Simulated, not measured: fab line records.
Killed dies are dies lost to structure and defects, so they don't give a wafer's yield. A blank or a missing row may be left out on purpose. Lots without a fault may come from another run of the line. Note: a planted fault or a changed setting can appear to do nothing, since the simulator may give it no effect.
Which of the tools did it?	flow n5_finfet	72 wafers from 24 lots sampled at 6 of the route's 1938 steps

== WHAT THE GAUGES SHOWED, per wafer ==
N5_BEOL_M4_CD_MEAS_28: target cd 26.2 nm, target cd y 24.1 nm. Usual: cd_nm reads 26.18 nm (standard deviation 0.23).
lot	measured	on	cd_nm (nm)	flag
L074	day 7 13:55	cd_sem-03	25.92 25.79 26.12	
L075	day 7 17:44	cd_sem-02	26.43 26.22 26.28	
L076	day 7 17:59	cd_sem-03	26.30 26.14 25.77	
L077	day 8 08:08	cd_sem-03	26.17 26.02 26.34	
L078	day 8 08:18	cd_sem-01	26.12 26.21 26.11	
L079	day 8 14:04	cd_sem-01	26.16 26.23 26.25	
L080	day 9 00:08	cd_sem-03	26.04 25.93 25.99	
L083	day 9 20:25	cd_sem-01	26.38 26.62 26.18	
L081	day 9 22:37	cd_sem-02	26.30 26.56 26.11	
L082	day 9 23:49	cd_sem-02	26.24 26.14 26.30	
L085	day 10 05:43	cd_sem-03	25.79 26.06 25.77	
L084	day 10 10:13	cd_sem-01	26.09 26.20 26.03	
L086	day 10 14:34	cd_sem-02	26.20 26.31 26.50	
L087	day 10 23:47	cd_sem-02	26.16 26.05 26.44	
L089	day 11 21:59	cd_sem-02	26.47 26.05 26.23	
L090	day 12 12:27	cd_sem-01	26.12 25.76 26.13	
L088	day 12 17:10	cd_sem-02	26.01 26.26 26.82	
L091	day 12 21:45	cd_sem-02	26.19 26.06 26.49	
L094	day 13 00:40	cd_sem-02	26.07 26.15 26.26	
L093	day 13 01:38	cd_sem-01	26.54 26.33 26.05	
L096	day 13 04:10	cd_sem-02	26.21 26.31 26.25	
L092	day 13 06:17	cd_sem-02	26.32 26.12 25.93	
L095	day 13 13:17	cd_sem-03	26.39 26.64 25.96	
L097	day 14 02:37	cd_sem-02	26.25 26.36 26.19	

N5_BEOL_M4_THK_MEAS_53: measures by xrf. Usual: M4_THK typically reads 40.0 nm, with standard deviation 1.4.
lot	measured	on	M4_THK (nm)	flag
L074	day 8 00:07	film_metro-02	38.4 39.0 38.3	
L075	day 8 02:26	film_metro-01	41.9 40.2 40.2	
L076	day 8 07:01	film_metro-02	39.4 38.8 40.0	
L077	day 8 16:14	film_metro-02	38.1 41.1 39.0	
L078	day 8 22:41	film_metro-01	40.5 42.2 40.6	
L079	day 9 04:52	film_metro-02	39.3 42.1 40.1	
L080	day 9 08:11	film_metro-01	40.6 39.0 39.6	
L083	day 11 02:10	film_metro-02	37.5 39.0 42.0	
L081	day 10 03:28	film_metro-02	39.7 40.0 42.6	
L082	day 11 13:23	film_metro-02	38.7 38.1 38.7	
L085	day 11 15:17	film_metro-02	41.4 39.4 40.3	
L084	day 11 20:49	film_metro-02	38.8 41.6 39.4	
L086	day 11 19:49	film_metro-01	40.3 40.6 39.7	
L087	day 11 20:56	film_metro-01	39.1 39.1 36.6	
L089	day 12 22:04	film_metro-02	39.9 39.0 43.3	
L090	day 13 14:38	film_metro-01	40.7 40.2 39.1	
L088	day 12 23:53	film_metro-01	41.2 39.0 41.5	
L091	day 13 04:52	film_metro-01	38.4 38.7 41.1	
L094	day 13 07:48	film_metro-01	40.8 40.0 42.7	
L093	day 13 19:54	film_metro-01	38.4 41.9 39.6	
L096	day 14 01:18	film_metro-01	39.8 41.4 40.7	
L092	day 14 06:24	film_metro-02	40.0 39.5 41.0	
L095	day 14 05:19	film_metro-02	38.6 39.6 41.1	
L097	day 14 14:04	film_metro-02	41.2 40.1 42.1	

== WHICH TOOL RAN EACH LOT (tool, then ch and the chambers of the sampled wafers, then the start) ==
lot	N5_BEOL_M3_SPUTTER_90	N5_BEOL_M3_DEP_57	N5_BEOL_M4_DESCUM_33	N5_BEOL_M4_ANNEAL_49
L074	pvd_sputter-01, day 7 08:23	pecvd-03 ch 0,1,2, day 7 10:02	rie_diel-02 ch 1,3, day 7 14:58	pvd_sputter-02, day 7 21:39
L075	pvd_sputter-02, day 7 13:25	pecvd-04 ch 0,1, day 7 15:04	rie_diel-05 ch 1,3, day 7 17:51	pvd_sputter-03, day 7 23:58
L076	pvd_sputter-01, day 7 13:38	pecvd-02 ch 0,2, day 7 15:17	rie_diel-02 ch 0,1,2, day 7 18:06	pvd_sputter-01, day 8 04:32
L077	pvd_sputter-02, day 8 01:43	pecvd-04 ch 0,2, day 8 04:08	rie_diel-05 ch 0,3, day 8 08:16	pvd_sputter-01, day 8 13:29
L078	pvd_sputter-01, day 8 02:00	pecvd-03 ch 0,1,2, day 8 04:16	rie_diel-06 ch 1,3, day 8 08:26	pvd_sputter-01, day 8 20:13
L079	pvd_sputter-03, day 8 09:57	pecvd-04 ch 0,1,2, day 8 11:52	rie_diel-06 ch 0,1,3, day 8 14:16	pvd_sputter-03, day 9 02:24
L080	pvd_sputter-03, day 8 19:13	pecvd-04 ch 0,1,2, day 8 20:59	rie_diel-06 ch 0,2,3, day 9 00:15	pvd_sputter-01, day 9 05:43
L083	pvd_sputter-03, day 9 15:19	pecvd-04 ch 0,1,2, day 9 17:14	rie_diel-05 ch 1,2, day 9 20:44	pvd_sputter-03, day 10 23:43
L081	pvd_sputter-01, day 9 15:29	pecvd-02 ch 0,1, day 9 17:20	rie_diel-05 ch 0,1, day 9 23:04	pvd_sputter-03, day 10 01:01
L082	pvd_sputter-03, day 9 20:25	pecvd-04 ch 0,2, day 9 22:04	rie_diel-06 ch 0,2, day 9 23:56	pvd_sputter-02, day 11 10:55
L085	pvd_sputter-02, day 10 02:28	pecvd-04 ch 0,1,2, day 10 04:07	rie_diel-02 ch 1,3, day 10 05:57	pvd_sputter-01, day 11 12:45
L084	pvd_sputter-03, day 10 06:10	pecvd-04 ch 0,2, day 10 07:50	rie_diel-06 ch 0,2,3, day 10 10:29	pvd_sputter-01, day 11 18:20
L086	pvd_sputter-02, day 10 11:04	pecvd-04 ch 0,1, day 10 12:48	rie_diel-05 ch 0,1, day 10 14:42	pvd_sputter-03, day 11 17:20
L087	pvd_sputter-03, day 10 19:57	pecvd-04 ch 0,1,2, day 10 21:35	rie_diel-06 ch 2,3, day 10 23:55	pvd_sputter-02, day 11 18:28
L089	pvd_sputter-02, day 11 16:46	pecvd-04 ch 0,1,2, day 11 18:43	rie_diel-06 ch 1,2, day 11 22:10	pvd_sputter-03, day 12 19:36
L090	pvd_sputter-01, day 12 08:24	pecvd-04 ch 1,2, day 12 10:03	rie_diel-02 ch 0,1, day 12 12:34	pvd_sputter-02, day 13 12:02
L088	pvd_sputter-02, day 12 13:11	pecvd-02 ch 0,1,2, day 12 14:49	rie_diel-02 ch 2,3, day 12 17:17	pvd_sputter-02, day 12 21:22
L091	pvd_sputter-03, day 12 16:56	pecvd-03 ch 0,1,2, day 12 18:36	rie_diel-05 ch 1,2,3, day 12 21:52	pvd_sputter-01, day 13 02:23
L094	pvd_sputter-03, day 12 18:47	pecvd-02 ch 0,1,2, day 12 20:37	rie_diel-06 ch 1,2,3, day 13 00:47	pvd_sputter-01, day 13 05:20
L093	pvd_sputter-01, day 12 22:08	pecvd-04 ch 0,1, day 12 23:47	rie_diel-05 ch 1,2, day 13 01:46	pvd_sputter-03, day 13 17:26
L096	pvd_sputter-03, day 12 22:47	pecvd-03 ch 0,2, day 13 01:28	rie_diel-06 ch 1,2,3, day 13 04:17	pvd_sputter-03, day 13 22:50
L092	pvd_sputter-02, day 13 01:31	pecvd-03 ch 0,2, day 13 03:19	rie_diel-06 ch 2,3, day 13 06:25	pvd_sputter-03, day 14 03:56
L095	pvd_sputter-02, day 13 09:29	pecvd-03 ch 0,1,2, day 13 11:13	rie_diel-05 ch 0,1,2, day 13 13:25	pvd_sputter-01, day 14 02:50
L097	pvd_sputter-02, day 13 21:56	pecvd-03 ch 0,2, day 13 23:34	rie_diel-06 ch 0,3, day 14 02:44	pvd_sputter-03, day 14 11:20
- N5_BEOL_M3_SPUTTER_90: material Cu, target thk 4.5 nm, time 8.29 s.
- N5_BEOL_M3_DEP_57: deposits SiCN from 3MS/NH3, target thk 8 nm, time 14 s.
- N5_BEOL_M4_DESCUM_33: chemistry O2, time 7 s.
- N5_BEOL_M4_ANNEAL_49: time 240 s.

== AS READ BY THE TOOLS THEMSELVES (means over the sampled wafers that have a number; for cases with no such wafer, the mark the record gives instead) ==
N5_BEOL_M3_SPUTTER_90. Usual: chamber_pressure_pa 0.06999 Pa, standard deviation 0.00015; chuck_sensor_temp_C -16.0 C, standard deviation 0.44; substrate_temp_c -19.99 C, standard deviation 0.11; susceptor_temp_C -19.99 C, standard deviation 0.1; throttle_valve_pct 30.1 %, standard deviation 1.
lot	tool	chamber_pressure_pa (Pa)	chuck_sensor_temp_C (C)	substrate_temp_c (C)	susceptor_temp_C (C)	throttle_valve_pct (%)	flag
L074	pvd_sputter-01	0.07001	-15.9	-20.02	-19.96	30.6	
L075	pvd_sputter-02	0.06984	-16.2	-19.87	-19.97	29.0	
L076	pvd_sputter-01	0.06996	-15.9	-20.03	-20.00	30.6	
L077	pvd_sputter-02	0.06997	-16.3	-19.95	-19.98	30.0	
L078	pvd_sputter-01	0.06986	-16.0	-19.88	-20.04	30.3	
L079	pvd_sputter-03	0.07012	-16.1	-19.99	-19.91	30.0	
L080	pvd_sputter-03	0.07005	-16.3	-20.07	-19.95	29.6	
L083	pvd_sputter-03	0.06998	-16.1	-20.11	-19.93	29.2	
L081	pvd_sputter-01	0.07001	-16.0	-19.91	-20.00	29.8	
L082	pvd_sputter-03	0.06994	-16.1	-20.04	-19.96	30.5	
L085	pvd_sputter-02	0.06997	-16.2	-19.98	-19.97	30.7	
L084	pvd_sputter-03	0.07004	-16.1	-20.03	-19.97	29.7	
L086	pvd_sputter-02	0.07001	-15.9	-19.98	-19.92	29.9	
L087	pvd_sputter-03	0.06999	-16.0	-19.95	-20.02	29.8	
L089	pvd_sputter-02	0.07007	-16.4	-19.98	-19.96	31.1	
L090	pvd_sputter-01	0.06999	-16.2	-19.96	-19.97	30.4	
L088	pvd_sputter-02	0.07001	-16.3	-20.03	-20.08	30.1	
L091	pvd_sputter-03	0.07001	-15.9	-19.93	-19.94	29.6	
L094	pvd_sputter-03	0.07005	-16.0	-20.13	-20.04	30.2	
L093	pvd_sputter-01	0.07007	-15.7	-20.01	-20.04	31.1	
L096	pvd_sputter-03	0.07000	-16.1	-19.88	-19.91	29.5	
L092	pvd_sputter-02	0.07003	-15.9	-20.06	-19.97	29.4	
L095	pvd_sputter-02	0.06989	-16.2	-19.98	-19.97	30.0	
L097	pvd_sputter-02	0.07007	-16.2	-19.99	-20.01	30.0	

N5_BEOL_M3_DEP_57. Usual: showerhead_plenum_p_Torr 3.669 Torr, standard deviation 0.015; throttle_valve_pct 8.9 %, standard deviation 0.38.
lot	tool	showerhead_plenum_p_Torr (Torr)	throttle_valve_pct (%)	flag
L074	pecvd-03	3.670	8.8	
L075	pecvd-04	3.683	8.9	
L076	pecvd-02	3.654	8.8	
L077	pecvd-04	3.673	9.0	
L078	pecvd-03	3.664	9.1	
L079	pecvd-04	3.674	8.8	
L080	pecvd-04	3.674	8.7	
L083	pecvd-04	3.676	8.8	
L081	pecvd-02	3.671	8.9	
L082	pecvd-04	3.681	9.0	
L085	pecvd-04	3.671	9.0	
L084	pecvd-04	3.679	9.1	
L086	pecvd-04	3.680	9.0	
L087	pecvd-04	3.671	8.9	
L089	pecvd-04	3.674	8.9	
L090	pecvd-04	3.664	8.8	
L088	pecvd-02	3.660	8.9	
L091	pecvd-03	3.665	9.2	
L094	pecvd-02	3.661	8.8	
L093	pecvd-04	3.679	8.6	
L096	pecvd-03	3.674	8.9	
L092	pecvd-03	3.671	8.9	
L095	pecvd-03	3.667	9.1	
L097	pecvd-03	3.671	9.0	

N5_BEOL_M4_DESCUM_33. Usual: drypump_motor_current_A 5.8 A, standard deviation 0.6; oes_product_au 0.73 a.u., standard deviation 0.061; rf_vpp_V 242.6 V, standard deviation 1.3; showerhead_plenum_p_Torr 2.07 Torr, standard deviation 0.066; throttle_valve_pct 20.5 %, standard deviation 0.32.
lot	tool	drypump_motor_current_A (A)	oes_product_au (a.u.)	rf_vpp_V (V)	showerhead_plenum_p_Torr (Torr)	throttle_valve_pct (%)	flag
L074	rie_diel-02	6.4	0.80	243.6	2.17	20.3	
L075	rie_diel-05	5.9	0.84	242.4	2.06	20.2	
L076	rie_diel-02	6.2	0.80	243.3	2.13	20.3	
L077	rie_diel-05	6.1	0.83	243.4	2.08	20.3	
L078	rie_diel-06	5.3	0.70	240.9	2.00	20.6	
L079	rie_diel-06	5.4	0.70	242.4	1.99	20.5	
L080	rie_diel-06	5.3	0.70	243.1	2.04	20.5	
L083	rie_diel-05	6.6	0.74	243.3	2.10	20.3	
L081	rie_diel-05	6.5	0.79	243.2	2.10	20.2	
L082	rie_diel-06	5.2	0.67	243.2	2.09	20.7	
L085	rie_diel-02	6.0	0.74	243.6	2.12	20.6	
L084	rie_diel-06	5.2	0.69	241.9	2.04	20.5	
L086	rie_diel-05	6.5	0.78	243.4	2.10	20.2	
L087	rie_diel-06	5.0	0.69	243.3	2.05	20.4	
L089	rie_diel-06	5.1	0.67	242.5	2.09	20.9	
L090	rie_diel-02	6.0	0.76	243.7	2.12	20.4	
L088	rie_diel-02	5.8	0.70	242.2	2.08	20.7	
L091	rie_diel-05	6.1	0.75	242.6	2.07	20.4	
L094	rie_diel-06	5.1	0.68	242.1	2.04	20.7	
L093	rie_diel-05	6.4	0.70	243.2	2.08	20.6	
L096	rie_diel-06	5.1	0.67	242.2	2.04	20.7	
L092	rie_diel-06	4.9	0.68	243.0	2.09	20.6	
L095	rie_diel-05	6.5	0.73	242.7	2.08	20.4	
L097	rie_diel-06	5.3	0.78	242.2	2.07	20.2	

N5_BEOL_M4_ANNEAL_49. Usual: heater_power_w 836 W, standard deviation 80; susceptor_temp_C 399.99 C, standard deviation 0.22.
lot	tool	heater_power_w (W)	susceptor_temp_C (C)	flag
L074	pvd_sputter-02	844	399.83	
L075	pvd_sputter-03	789	400.07	
L076	pvd_sputter-01	884	400.08	
L077	pvd_sputter-01	882	399.88	
L078	pvd_sputter-01	792	400.02	
L079	pvd_sputter-03	858	400.00	
L080	pvd_sputter-01	820	399.96	
L083	pvd_sputter-03	825	400.03	
L081	pvd_sputter-03	819	399.77	
L082	pvd_sputter-02	834	399.97	
L085	pvd_sputter-01	797	399.86	
L084	pvd_sputter-01	879	399.91	
L086	pvd_sputter-03	858	400.03	
L087	pvd_sputter-02	886	400.33	
L089	pvd_sputter-03	861	399.91	
L090	pvd_sputter-02	880	399.85	
L088	pvd_sputter-02	901	400.25	
L091	pvd_sputter-01	826	399.94	
L094	pvd_sputter-01	794	399.89	
L093	pvd_sputter-03	790	400.15	
L096	pvd_sputter-03	833	400.01	
L092	pvd_sputter-03	861	399.96	
L095	pvd_sputter-01	874	399.79	
L097	pvd_sputter-03	828	399.78	

== THE ANSWER, worked out from the rows above alone ==
Rule: a lot counts as off when the mean over its wafers that have a number is more than 3 standard deviations away from the usual mean. A lot without any number at a reading at which 4 lots or more have one is off too. All remaining lots with rows at the step are treated as sound. First the gauges in route order, then the tools' own readings, where a lot's mean is used as printed above. At the first step where some lot is off, the reading lying furthest off is the one used; lots without a number count as furthest.
Across all readings shown, no lot is off: no conclusion can be drawn from this.

== WHAT THE SIMULATOR PUT IN ==
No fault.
